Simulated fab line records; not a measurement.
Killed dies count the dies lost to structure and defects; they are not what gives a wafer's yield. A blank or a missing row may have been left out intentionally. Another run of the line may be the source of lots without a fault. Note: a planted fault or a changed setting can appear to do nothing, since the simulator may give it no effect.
Chamber matching	flow nand-harc	NHARC_A_STAIRCASE_ALD_420 on ald-hk-02 has 4 sister chambers
The step deposits SiO2, target thk 20 nm, pulse time 6 s, ald cycles 200. 4 wafers are shown with their chamber, then 8 later ones without.

== WAFERS, EACH WITH ITS CHAMBER ==
wafer	chamber	heater-power-w (W)
L080.3	0	572
L086.1	1	526
L086.2	3	488
L089.3	2	455

== WAFERS WHOSE CHAMBER IS MISSING ==
wafer	heater-power-w (W)
L089.4	520
L089.5	467
L090.1	477
L090.5	508
L090.6	572
L097.3	570
L097.5	501
L097.6	577

== EACH ONE'S CHAMBER ==
wafer	from the rows above	in truth
L089.4	1	1
L089.5	can't be placed: 2 or 3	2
L090.1	can't be placed: 3 or 2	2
L090.5	can't be placed: 1 or 3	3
L090.6	0	0
L097.3	0	0
L097.5	can't be placed: 3 or 1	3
L097.6	0	0
4 of 8 placed correctly. Cannot be placed on the basis of these rows: 4; the candidates contain the true chamber in 4. Placed wrongly: 0.
How it was worked out, from the rows above alone: a wafer's distance from a chamber is the root of the sum, over the readings, of the square of ((its reading less the chamber's mean) divided by the reading's scatter). The wafer belongs to the nearest chamber; if the next one is less than 2 further off, it can't be placed. A chamber's mean is the mean of its shown wafers. The scatter: root of mean squared gap, hidden wafer to nearest shown wafer, with one shown wafer a chamber.
